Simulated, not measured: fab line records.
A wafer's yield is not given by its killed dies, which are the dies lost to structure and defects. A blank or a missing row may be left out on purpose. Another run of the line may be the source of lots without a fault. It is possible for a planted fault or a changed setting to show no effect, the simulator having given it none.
What tool caused it? | flow n5 finfet | 33 wafers from 12 lots sampled at 5 of the route's 1938 steps

## WHAT EACH GAUGE READ, for each wafer
N5_BEOL_M15_THK_MEAS_01. Usual: M15_ILD_THK 1631 nm, standard deviation 21.
lot  | measured     | on            | M15_ILD_THK (nm) | flag
L596 | day 11 05:35 | film metro-02 | 1632 1618 1646   |
L597 | day 11 15:52 | film metro-01 | 1630 1653 1675   |
L599 | day 12 07:36 | film metro-02 | 1623 1625 1667   |
L600 | day 12 15:44 | film metro-01 | 1621 1597 1626   |
L601 | day 12 16:01 | film metro-02 | 1628 1648 1652   |
L606 | day 14 08:22 | film metro-02 | 1621 1598 1648   |
L609 | day 14 18:11 | film metro-02 | 1626 1648 1635   |
L615 | day 16 04:38 | film metro-02 | 1606 1666        |
L614 | day 16 09:21 | film metro-01 | 1638 1656        |
L618 | day 17 03:30 | film metro-01 | 1596 1608 1637   |
L617 | day 17 18:54 | film metro-01 | 1621 1638        |
L619 | day 18 11:57 | film metro-01 | 1593 1625 1619   |

N5_BEOL_M15_OVL_MEAS_11. Usual: V14_OVL 2 nm, standard deviation 7.6.
lot  | measured     | on         | V14_OVL (nm) | flag
L596 | day 11 06:02 | overlay-02 | 9 -8 6       |
L597 | day 11 16:13 | overlay-01 | -5 -14 -18   |
L599 | day 12 07:56 | overlay-02 | -7 -6 -10    |
L600 | day 12 16:06 | overlay-01 | 2 -2 -1      |
L601 | day 12 16:21 | overlay-01 | 7 0 -2       |
L606 | day 14 08:50 | overlay-02 | -1 -2 0      |
L609 | day 14 18:31 | overlay-01 | 13 15 15     |
L615 | day 16 04:58 | overlay-02 | 4 13         |
L614 | day 16 09:49 | overlay-01 | 23 17        |
L618 | day 17 03:58 | overlay-02 | 2 7 0        |
L617 | day 17 19:14 | overlay-01 | -3 -5        |
L619 | day 18 12:25 | overlay-02 | -3 -4 -3     |

N5_BEOL_M15_INSPECT_12: inspects for defects (macro). Usual: raw defect count at 2.5, with a standard deviation of 1.6.
lot  | measured     | on                | raw defect count | flag
L596 | day 11 06:04 | defect inspect-02 | 4 3 1            |
L597 | day 11 16:14 | defect inspect-01 | 4 2 1            |
L599 | day 12 07:58 | defect inspect-01 | 4 3 1            |
L600 | day 12 16:07 | defect inspect-02 | 2 3 1            |
L601 | day 12 16:22 | defect inspect-01 | 5 4 2            |
L606 | day 14 08:51 | defect inspect-02 | 4 3 5            |
L609 | day 14 18:32 | defect inspect-02 | 1 0 2            |
L615 | day 16 04:59 | defect inspect-02 | 1 1              |
L614 | day 16 09:50 | defect inspect-02 | 4 1              |
L618 | day 17 03:59 | defect inspect-02 | 4 4 3            |
L617 | day 17 19:16 | defect inspect-01 | 0 4              |
L619 | day 18 12:26 | defect inspect-01 | 3 5 2            |

N5_BEOL_M15_CD_MEAS_28: target cd 407.6 nm. Usual: cd nm at 408.2 nm, with a standard deviation of 1.7.
lot  | measured     | on        | cd nm (nm)        | flag
L596 | day 11 07:33 | cd sem-02 | 408.3 409.1 409.5 |
L597 | day 11 17:46 | cd sem-02 | 408.1 407.4 411.1 |
L599 | day 12 09:31 | cd sem-01 | 406.0 408.7 407.1 |
L600 | day 12 17:34 | cd sem-02 | 407.7 407.0 405.0 |
L601 | day 12 18:12 | cd sem-03 | 407.2 410.9 408.1 |
L606 | day 14 10:31 | cd sem-03 | 408.3 406.6 408.4 |
L609 | day 14 20:21 | cd sem-02 | 409.0 410.0 409.9 |
L615 | day 16 06:23 | cd sem-03 | 429.9 431.2       | OFF
L614 | day 16 11:28 | cd sem-02 | 427.6 425.3       | OFF
L618 | day 17 05:52 | cd sem-02 | 411.1 410.7 409.8 |
L617 | day 17 21:04 | cd sem-01 | 406.3 405.8       |
L619 | day 18 14:05 | cd sem-01 | 408.2 409.4 410.2 |

## EACH LOT AND THE TOOL THAT RAN IT (in order: tool; ch and the chambers of the sampled wafers; start)
lot  | N5_BEOL_M15_EXPOSE_25
L596 | krf scanner-02 ch 0, day 11 07:23
L597 | krf scanner-02 ch 0, day 11 17:35
L599 | krf scanner-02 ch 0, day 12 09:21
L600 | krf scanner-02 ch 0, day 12 17:24
L601 | krf scanner-01 ch 0, day 12 18:02
L606 | krf scanner-01 ch 0, day 14 10:21
L609 | krf scanner-01 ch 0, day 14 20:11
L615 | krf scanner-02 ch 0, day 16 06:13
L614 | krf scanner-02 ch 0, day 16 11:19
L618 | krf scanner-01 ch 0, day 17 05:41
L617 | krf scanner-01 ch 0, day 17 20:54
L619 | krf scanner-01 ch 0, day 18 13:55
- N5_BEOL_M15_EXPOSE_25: exposes mask M15, target cd 400 nm.

## WHAT THE TOOLS THEMSELVES READ (means of the sampled wafers that have a number; where no wafer has one, the mark that the record gives instead)
N5_BEOL_M15_EXPOSE_25. Usual: exposure dose mJ cm2 35.65, standard deviation 0.22; stage vel mm s 499.97 mm/s, standard deviation 0.28.
lot  | tool           | exposure dose mJ cm2 | stage vel mm s (mm/s) | flag
L596 | krf scanner-02 | 35.47                | 499.93                |
L597 | krf scanner-02 | 35.50                | 500.20                |
L599 | krf scanner-02 | 35.52                | 499.70                |
L600 | krf scanner-02 | 35.48                | 499.96                |
L601 | krf scanner-01 | 35.50                | 499.88                |
L606 | krf scanner-01 | 35.91                | 499.92                |
L609 | krf scanner-01 | 35.97                | 500.11                |
L615 | krf scanner-02 | 40.73                | 500.13                | OFF
L614 | krf scanner-02 | 39.70                | 499.99                | OFF
L618 | krf scanner-01 | 35.94                | 500.09                |
L617 | krf scanner-01 | 35.99                | 500.32                |
L619 | krf scanner-01 | 35.98                | 499.64                |

## THE ANSWER, worked out from the rows above alone
Rule: a lot counts as off when the mean over its wafers that have a number is more than 3 standard deviations away from the usual mean. Also off: a lot with no number at a reading for which 4 or more lots have one. Any other lot the step has rows for is counted as sound. First the gauges in route order, then the tools' own readings, where a lot's mean is used as printed above. At the first step where some lot is off, the reading lying furthest off is the one used; lots without a number count as furthest.
Off at N5_BEOL_M15_CD_MEAS_28 (cd nm): L615, L614.
If a tool, at a process step before that reading, ran all the lots that are off and no sound lot after the first of them, it fits. The gauges at N5_BEOL_M15_CD_MEAS_28 aren't tried: what is off there is off at N5_BEOL_M15_EXPOSE_25 too, on other tools, and a gauge's error can't cause that. One fits: N5_BEOL_M15_EXPOSE_25 on krf scanner-02. A fault onset in the window from L600 (day 12 17:24, its last sound lot) to L615 (day 16 06:13, its first lot off) fits.
The tool's own readings at N5_BEOL_M15_EXPOSE_25 bear it out: on the lots that are off they differ by more than 5 times the standard deviation of the sound lots' means. exposure dose mJ cm2 reads 40.22 there against 35.73 on the sound lots.

## WHAT THE SIMULATOR PUT IN
Process parameters drifting: krf scanner-02 at N5_BEOL_M15_EXPOSE_25, beginning at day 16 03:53. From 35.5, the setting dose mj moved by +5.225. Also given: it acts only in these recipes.
Struck lots among those shown: L615, L614. This agrees with what the rule above found.
